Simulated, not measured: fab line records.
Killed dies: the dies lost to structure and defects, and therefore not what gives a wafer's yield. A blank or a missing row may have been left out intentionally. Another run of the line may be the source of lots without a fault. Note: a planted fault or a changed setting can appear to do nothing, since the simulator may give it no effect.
Matching of chambers | flow n5 finfet | N5_BEOL_M9_DEP_56 on pecvd-04: 3 sister chambers
The step deposits SiCN from 3MS/NH3, target thk 15 nm, time 26.5 s. 3 wafers are shown with their chamber, then 7 later ones without.

== EACH WAFER AND ITS CHAMBER ==
wafer  | chamber | showerhead plenum p Torr (Torr)
L304.5 | 1       | 3.653
L306.2 | 2       | 3.664
L306.3 | 0       | 3.625

== WAFERS MISSING THEIR CHAMBER ==
wafer  | showerhead plenum p Torr (Torr)
L306.4 | 3.633
L317.2 | 3.629
L317.4 | 3.644
L317.6 | 3.627
L315.3 | 3.633
L315.4 | 3.653
L315.5 | 3.632

== EACH ONE'S CHAMBER ==
wafer  | from the rows above          | in truth
L306.4 | can't be placed: 0 or 1      | 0
L317.2 | 0                            | 0
L317.4 | can't be placed: 1 or 0 or 2 | 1
L317.6 | 0                            | 0
L315.3 | can't be placed: 0 or 1      | 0
L315.4 | can't be placed: 1 or 2      | 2
L315.5 | 0                            | 0
Placed correctly: 3 of 7. Cannot be placed on the basis of these rows: 4; the candidates contain the true chamber in 4. Wrongly placed: 0.
How it was worked out, from the rows above alone: a wafer's distance from a chamber is the root of the sum, over the readings, of the square of ((its reading less the chamber's mean) divided by the reading's scatter). The wafer belongs to the nearest chamber; if the next one is less than 2 further off, it can't be placed. The mean given for a chamber averages the wafers shown for that chamber. The scatter: with one shown wafer a chamber, the root of the mean of the squares of how far each hidden wafer lies from its nearest shown one.
